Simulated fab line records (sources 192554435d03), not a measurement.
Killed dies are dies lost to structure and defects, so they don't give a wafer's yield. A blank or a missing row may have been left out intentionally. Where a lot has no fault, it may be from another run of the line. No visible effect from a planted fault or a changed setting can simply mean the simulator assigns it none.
fab line records    flow n5-finfet    part 2 of 2: steps 21 to 26 of 26
record lots=5  wafers=15  last-day=17
route steps=1938 shown BEOL_M0_SAQP@672
lots with no fault: from the same line, run without faults
start-h: hours from the record's opening day to when the first of the lot's shown wafers began    wait-h: how many hours have passed since the lot's step before this one    " repeats the value in the row above    L1.1+2: a row that stands for several wafers    - either no value or no given start    * or withheld: withheld    < > ~ a bound
route shown NAME@n: NAME is a module with steps in the file, n the number in the route of the first one    usual: average and standard deviation across the fault-free wafers    same: alike in all rows    chamber/n: place in a boat    sites: readings site by site    _std_site: standard deviation across them    _edge_site: inner sites' mean taken away from outer sites' mean    radius-mm: for every site, how far away it sits from the centre of the wafer    mask NAME#n: copy n    behind: the last tool/chamber to shape the wafer    hold: why the lot was held/for how many hours/how that ended    device: which transistor (n, p or np) failed to switch    end of line: at the end of the route, the tests of the same wafers    where a step has no rows: the recipe by itself    killed: dies that structure and defects cost at the first sort, which is not the same as the wafer's yield    map: a wafer's dies, marking killed ones x, the rest . and places with no die _
set.NAME: setting as actually run; set.NAME@STEP: the setting as run at that earlier step    model.NAME: the simulator's own value behind a step, which no gauge read
lots seen at some steps along the route; tables by step, rows by wafer
services: from which hour (start-h, from the record's first day; less than 0 if before it) a tool's chamber was out of use, for how many hours, and why
## steps
# step N5_BEOL_M0_SAQP_DESCUM_45
# recipe chemistry=O2  time-s=7  source-power-w=50  bias-power-w=20  pressure-mtorr=20  rf-frequency-hz=2.712e+07  temp-c=40  resist=CAR-EUV  o2-flow-sccm=225
# usual bias-power-w=19.99/0.065  drypump-motor-current-A=5.8/0.31  o2-flow-sccm=225.0/0.73  oes-product-au=0.78/0.059  rf-vpp-V=243.1/1.5  showerhead-plenum-p-Torr=2.10/0.075  throttle-valve-pct=20.46/0.21
lot.wafer  tool         chamber  start-h  wait-h  bias-power-w  drypump-motor-current-A  o2-flow-sccm  oes-product-au  rf-hours-counter-h  rf-vpp-V  showerhead-plenum-p-Torr  throttle-valve-pct
L080.1     rie-diel-01  3        147.18   0.2     19.96         5.7                      225.3         0.78            130                 241.5     1.99                      20.45
L080.4     "            2        "        "       20.05         6.4                      225.5         0.74            167                 244.2     2.19                      20.49
L080.6     "            1        "        "       20.05         5.9                      224.5         0.72            -                   243.2     2.02                      20.71
L081.1     rie-diel-01  0        155.57   0.1     19.96         5.8                      226.2         0.85            44                  243.7     2.16                      20.25
L081.3     "            2        "        "       19.96         6.3                      226.3         0.74            169                 242.9     2.19                      20.50
L081.4     "            3        "        "       20.00         5.7                      224.8         0.78            132                 241.4     1.99                      20.44
L089.1     rie-diel-01  1        204.90   0.1     20.00         5.9                      225.3         0.72            199                 240.8     2.01                      20.72
L089.2     "            3        "        "       20.00         5.7                      225.8         0.76            147                 241.8     1.99                      20.45
L089.6     "            3        "        "       19.94         5.7                      225.9         0.76            -                   242.0     1.99                      20.47
L090.1     rie-diel-01  3        206.39   0.2     20.03         5.7                      224.4         0.76            148                 241.6     1.99                      20.47
L090.2     "            0        "        "       19.94         5.8                      226.7         0.83            58                  243.3     2.15                      20.26
L090.5     "            3        "        "       20.11         5.7                      224.7         0.76            -                   240.2     1.99                      20.46
L092.2     rie-diel-03  0        217.90   0.1     20.00         5.7                      224.7         0.85            55                  244.3     2.20                      20.61
L092.3     "            2        "        "       19.89         5.7                      225.6         0.76            158                 245.0     2.16                      20.66
L092.5     "            1        "        "       20.14         5.3                      223.9         0.80            -                   241.9     2.09                      20.15
# step N5_BEOL_M0_SAQP_ETCH_88
# recipe chemistry=N2/H2  target=underlayer  target-depth-a=65  time-s=5.2  ion-energy-ev=200  mask-material=CAR-EUV  pressure-mtorr=30  source-w=840  bias-w=150  n2-flow-sccm=200  h2-flow-sccm=200  ends=cleared
# usual drypump-motor-current-A=5.8/0.31  etch-rf-on-time-s=5.15/0.18  oes-product-au=0.67/0.049  rf-vpp-V=523.9/2.9  showerhead-plenum-p-Torr=2.54/0.087  throttle-valve-pct=17.87/0.24
lot.wafer  tool         chamber  start-h  wait-h  drypump-motor-current-A  etch-rf-on-time-s  oes-product-au  rf-hours-counter-h  rf-vpp-V  showerhead-plenum-p-Torr  throttle-valve-pct
L080.1     rie-diel-01  3        147.22   0.0     5.7                      5.32               0.65            130                 523.0     2.44                      17.94
L080.4     "            2        "        "       6.3                      4.83               0.66            167                 527.1     2.63                      17.84
L080.6     "            1        "        "       5.9                      5.04               0.64            -                   523.1     2.45                      18.22
L081.1     rie-diel-01  0        155.60   0.0     5.8                      5.43               0.72            44                  526.7     2.60                      17.59
L081.3     "            2        "        "       6.4                      4.86               0.64            169                 528.1     2.63                      17.82
L081.4     "            3        "        "       5.7                      5.30               0.65            132                 521.3     2.44                      17.99
L089.1     rie-diel-01  1        204.94   0.0     5.9                      4.96               0.63            199                 518.0     2.44                      18.26
L089.2     "            3        "        "       5.7                      5.31               0.64            147                 521.6     2.43                      18.00
L089.6     "            3        "        "       5.7                      5.35               0.64            -                   520.2     2.43                      18.02
L090.1     rie-diel-01  3        206.43   0.0     5.7                      5.38               0.64            148                 523.6     2.43                      18.01
L090.2     "            0        "        "       5.8                      5.39               0.71            58                  523.1     2.59                      17.64
L090.5     "            3        "        "       5.7                      5.40               0.65            -                   521.0     2.43                      17.99
L092.2     rie-diel-03  0        217.93   0.0     5.8                      5.28               0.73            55                  527.6     2.69                      18.07
L092.3     "            2        "        "       5.6                      5.07               0.66            158                 526.9     2.63                      18.07
L092.5     "            1        "        "       5.4                      5.29               0.67            -                   522.1     2.54                      17.60
# step N5_BEOL_M0_SAQP_ETCH_73
# recipe chemistry=CF4  target=SiARC  target-depth-a=195  mask-material=CAR-EUV  time-s=32.5  ion-energy-ev=80  pressure-mtorr=40  source-w=545  bias-w=36  Ar_flow_sccm=100  cf4-flow-sccm=100  ends=cleared
# usual cf4-flow-sccm=99.98/0.28  drypump-motor-current-A=5.8/0.32  etch-rf-on-time-s=32.2/1  oes-product-au=0.67/0.049  rf-vpp-V=184.0/1.3  showerhead-plenum-p-Torr=2.15/0.072  throttle-valve-pct=15.65/0.2
lot.wafer  tool         chamber  start-h  wait-h  cf4-flow-sccm  drypump-motor-current-A  etch-rf-on-time-s  oes-product-au  rf-hours-counter-h  rf-vpp-V  showerhead-plenum-p-Torr  throttle-valve-pct
L080.1     rie-diel-01  3        147.23   0.0     100.22         5.7                      33.2               0.65            130                 182.0     2.07                      15.77
L080.4     "            2        "        "       100.29         6.3                      30.8               0.65            167                 184.9     2.23                      15.66
L080.6     "            1        "        "       100.04         5.9                      32.3               0.63            -                   183.4     2.06                      15.81
L081.1     rie-diel-01  0        155.62   0.0     99.96          5.8                      33.5               0.73            44                  184.7     2.19                      15.37
L081.3     "            2        "        "       99.73          6.3                      30.5               0.65            169                 184.5     2.23                      15.65
L081.4     "            3        "        "       99.78          5.7                      33.1               0.65            132                 183.5     2.07                      15.78
L089.1     rie-diel-01  1        204.95   0.0     99.87          5.9                      31.5               0.63            199                 181.8     2.05                      15.82
L089.2     "            3        "        "       100.35         5.7                      33.8               0.64            147                 182.6     2.06                      15.80
L089.6     "            3        "        "       100.16         5.7                      33.3               0.64            -                   183.5     2.06                      15.78
L090.1     rie-diel-01  3        206.44   0.0     100.33         5.7                      33.3               0.64            148                 182.3     2.06                      15.80
L090.2     "            0        "        "       100.26         5.8                      33.9               0.70            58                  183.0     2.19                      15.41
L090.5     "            3        "        "       99.83          5.7                      33.5               0.64            -                   182.8     2.06                      15.80
L092.2     rie-diel-03  0        217.95   0.0     100.00         5.7                      32.8               0.72            55                  186.0     2.25                      15.74
L092.3     "            2        "        "       100.05         5.7                      31.7               0.65            158                 184.6     2.23                      15.96
L092.5     "            1        "        "       99.94          5.3                      32.8               0.68            -                   184.3     2.16                      15.43
# step N5_BEOL_M0_SAQP_CUT_ETCH_46
# recipe chemistry=N2/H2  target=SOC  target-depth-a=1350  overetch-a=270  temp-c=40  time-s=202.5  ion-energy-ev=200  mask-material=SiARC  pressure-mtorr=30  source-w=840  bias-w=150  n2-flow-sccm=200  h2-flow-sccm=200
# usual drypump-motor-current-A=5.8/0.31  rf-vpp-V=524.0/2.7  showerhead-plenum-p-Torr=2.54/0.087  throttle-valve-pct=17.82/0.24
lot.wafer  tool         chamber  start-h  wait-h  drypump-motor-current-A  rf-hours-counter-h  rf-vpp-V  showerhead-plenum-p-Torr  throttle-valve-pct
L080.1     rie-diel-01  3        147.27   0.0     5.7                      130                 520.8     2.44                      17.92
L080.4     "            2        "        "       6.3                      167                 527.4     2.63                      17.80
L080.6     "            1        "        "       5.9                      -                   521.3     2.45                      18.18
L081.1     rie-diel-01  0        155.65   0.0     5.8                      44                  527.0     2.60                      17.54
L081.3     "            2        "        "       6.3                      169                 525.9     2.63                      17.79
L081.4     "            3        "        "       5.7                      133                 521.8     2.44                      17.93
L089.1     rie-diel-01  1        204.98   0.0     5.9                      199                 520.4     2.44                      18.21
L089.2     "            3        "        "       5.7                      147                 520.7     2.43                      17.94
L089.6     "            3        "        "       5.7                      -                   520.9     2.43                      17.96
L090.1     rie-diel-01  3        206.48   0.0     5.7                      148                 522.3     2.43                      17.97
L090.2     "            0        "        "       5.8                      58                  523.6     2.59                      17.58
L090.5     "            3        "        "       5.7                      -                   521.0     2.43                      17.95
L092.2     rie-diel-03  0        217.98   0.0     5.7                      55                  528.0     2.69                      18.01
L092.3     "            2        "        "       5.6                      158                 527.6     2.63                      18.02
L092.5     "            1        "        "       5.4                      -                   525.8     2.54                      17.54
# step N5_BEOL_M0_SAQP_STRIP_74
# recipe chemistry=N2/H2  temp-c=40  n2-flow-sccm=200  h2-flow-sccm=200  rf-frequency-hz=6e+07
lot.wafer   tool         chamber  start-h  wait-h
L080.1+4+6  rie-diel-01  3,2,1    147.42   0.1
L081.1+3+4  rie-diel-01  0,2,3    155.81   0.1
L089.1+2+6  rie-diel-01  1,3,3    205.14   0.1
L090.1+2+5  rie-diel-01  3,0,3    206.63   0.1
L092.2+3+5  rie-diel-03  0,2,1    218.14   0.1
# step N5_BEOL_M0_SAQP_STRIP_89
# recipe chemistry=N2/H2  temp-c=40  n2-flow-sccm=200  h2-flow-sccm=200  rf-frequency-hz=6e+07
lot.wafer   tool         chamber  start-h  wait-h
L080.1+4+6  rie-diel-01  3,2,1    147.43   0.0
L081.1+3+4  rie-diel-01  0,2,3    155.82   0.0
L089.1+2+6  rie-diel-01  1,3,3    205.15   0.0
L090.1+2+5  rie-diel-01  3,0,3    206.64   0.0
L092.2+3+5  rie-diel-03  0,2,1    218.15   0.0
## services
tool            chamber  start-h  hours  kind
euv-scanner-01  -        126.74   1.0    pm
rie-si-01       3        127.17   14.5   repair
euv-scanner-01  -        127.75   4.6    pm
euv-scanner-02  -        132.35   1.0    pm
rie-si-01       -        135.75   0.1    repair
euv-scanner-02  -        138.46   4.6    pm
litho-track-03  -        139.49   -      consumable-replace:filter
euv-scanner-02  -        144.92   0.2    repair
rie-diel-04     -        146.76   2.8    pm
rie-diel-04     2        163.49   3.9    repair
rie-si-01       0        165.37   12.0   repair
rie-si-01       1        168.08   2.8    repair
euv-scanner-01  -        174.52   1.0    pm
euv-scanner-02  -        185.86   1.0    pm
rie-si-06       0        187.32   1.8    repair
rie-si-01       3        193.42   -      clean
euv-scanner-02  0        198.22   -      calibration
euv-scanner-01  -        199.47   5.8    pm
rie-si-01       0        200.53   34.2   repair
rie-si-02       3        202.15   2.4    repair
ald-sin-04      2        202.84   1.5    repair
rie-si-06       2        204.79   5.0    repair
rie-diel-01     -        207.15   2.3    repair
ald-sin-04      3        216.15   3.2    repair
